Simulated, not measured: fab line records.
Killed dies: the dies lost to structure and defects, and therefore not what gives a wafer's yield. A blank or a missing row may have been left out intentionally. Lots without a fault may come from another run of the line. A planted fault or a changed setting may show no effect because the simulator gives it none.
Split-lot trial    flow n5_finfet    39 wafers read from 7 lots, route of 1938 steps

## ABOUT THE SPLIT
At N5_BEOL_M13_SPUTTER_44 (material Ta, target thk 10 nm, time 16.13 s), the setting target_thk_a was moved away from the recipe's 100 angstrom on 9 of the 39 wafers read, by -56.4% to +49.9%. For the rest of the wafers, this setting stayed at what the recipe calls for.

## FROM THE SPLIT TO THE READING: what the file shows between them, 3 steps
- N5_BEOL_M13_SPUTTER_45: material Cu, target thk 80 nm, time 13.33 s
- N5_BEOL_M13_ECD_47: material Cu, target thk 936 nm
- N5_BEOL_M13_ANNEAL_48: time 90 s

## THE READING
barrier_field_endpoint_s, in s, at N5_BEOL_M13_CMP_49 (polishes, stops on SiOC, t overpolish 17.1 s, target thk 420 nm). Typical for fault-free wafers on this fab line: 30.4 s, with standard deviation 0.82 s.

wafer   tool, chamber at the split  target_thk_a as run, angstrom  against the recipe  barrier_field_endpoint_s, s  against lot-mates on the recipe
L075.2  pvd_sputter-01, -           100                            recipe              31.4                         -
L075.4  pvd_sputter-01, -           100                            recipe              31.4                         -
L075.5  pvd_sputter-01, -           100                            recipe              31.3                         -
L077.3  pvd_sputter-02, -           100                            recipe              30.6                         -
L077.1  pvd_sputter-02, -           100                            recipe              29.0                         -
L077.4  pvd_sputter-02, -           100                            recipe              30.3                         -
L077.2  pvd_sputter-02, -           100                            recipe              29.4                         -
L077.6  pvd_sputter-02, -           100                            recipe              29.3                         -
L077.5  pvd_sputter-02, -           100                            recipe              29.7                         -
L083.3  pvd_sputter-01, -           100                            recipe              30.3                         -
L083.4  pvd_sputter-01, -           100                            recipe              30.8                         -
L083.1  pvd_sputter-01, -           100                            recipe              30.1                         -
L083.2  pvd_sputter-01, -           100                            recipe              28.8                         -
L083.5  pvd_sputter-01, -           100                            recipe              30.4                         -
L083.6  pvd_sputter-01, -           100                            recipe              30.0                         -
L085.2  pvd_sputter-02, -           149.9                          +49.9%              36.0                         +5.7
L085.3  pvd_sputter-02, -           149.9                          +49.9%              36.0                         +5.7
L085.1  pvd_sputter-02, -           100                            recipe              30.0                         -
L085.4  pvd_sputter-02, -           100                            recipe              30.4                         -
L085.5  pvd_sputter-02, -           149.9                          +49.9%              37.0                         +6.7
L085.6  pvd_sputter-02, -           100                            recipe              30.5                         -
L086.1  pvd_sputter-03, -           43.65                          -56.4%              24.1                         -6.5
L086.2  pvd_sputter-03, -           43.65                          -56.4%              23.2                         -7.4
L086.3  pvd_sputter-03, -           100                            recipe              30.1                         -
L086.4  pvd_sputter-03, -           100                            recipe              31.1                         -
L086.6  pvd_sputter-03, -           100                            recipe              30.5                         -
L086.5  pvd_sputter-03, -           43.65                          -56.4%              24.1                         -6.5
L089.4  pvd_sputter-02, -           56.33                          -43.7%              25.2                         -5.9
L089.2  pvd_sputter-02, -           100                            recipe              31.6                         -
L089.3  pvd_sputter-02, -           56.33                          -43.7%              26.0                         -5.1
L089.1  pvd_sputter-02, -           100                            recipe              30.8                         -
L089.5  pvd_sputter-02, -           56.33                          -43.7%              25.0                         -6.1
L089.6  pvd_sputter-02, -           100                            recipe              31.0                         -
L095.4  pvd_sputter-01, -           100                            recipe              31.6                         -
L095.3  pvd_sputter-01, -           100                            recipe              31.3                         -
L095.1  pvd_sputter-01, -           100                            recipe              31.5                         -
L095.2  pvd_sputter-01, -           100                            recipe              31.0                         -
L095.5  pvd_sputter-01, -           100                            recipe              30.7                         -
L095.6  pvd_sputter-01, -           100                            recipe              31.1                         -

THE FIT
A straight line over all 39 wafers: barrier_field_endpoint_s changes by +0.118 s for each +1% of target_thk_a; r = +0.97; the points scatter about the line by 0.71 s.
The same after taking each lot's own level away (the mean of its wafers on the recipe; 39 wafers): +0.123 s for each +1%; r = +0.99; scatter 0.47 s.
That fit puts the effect of the largest move of target_thk_a on the reading at 6.9 s.
From 29.72 to 31.37 s: that is the span of the lots' own levels, equal to 2.0 times the standard deviation above.
So the lot-to-lot level changes the slope little: the two slopes agree.
Check: for one of the wafers moved furthest among these (-56.4%), held out of the fit, the line's prediction against its lot-mates is -7.04 s. It came out at -6.47 s against them.

## OTHER SPLITS ON THESE WAFERS
Before the reading, these wafers also passed through other splits. Each is held against what the fit with the lots' levels taken away leaves over:
other split on the same wafers      wafers away from the commonest value  r with barrier_field_endpoint_s (lot level and that fit taken away)
N5_BEOL_M6_ILD_DEP_00 time_s        9                                     +0.17
N5_BEOL_M8_ILD_DEP_00 target_thk_a  15                                    +0.00

## THE WHOLE CHAIN: every reading that the file lists as answering this split, in the file's order
step                    what it does                                                     reading                                                                            change (the file's fit)                r (the file's)
N5_BEOL_M13_SPUTTER_44  material Ta, target thk 10 nm, time 16.13 s                      Ta_of_BEOL_M13_SPUTTER_44.thk_nm (the simulator's own value, which no gauge read)  +0.101 nm for each +1% of the setting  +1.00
N5_BEOL_M13_CMP_49      polishes, stops on SiOC, t overpolish 17.1 s, target thk 420 nm  barrier_field_endpoint_s                                                           +0.123 s for each +1% of the setting   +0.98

## THE FILE'S OWN FIT
barrier_field_endpoint_s changes by +0.123 s for each +1% of target_thk_a, r = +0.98.
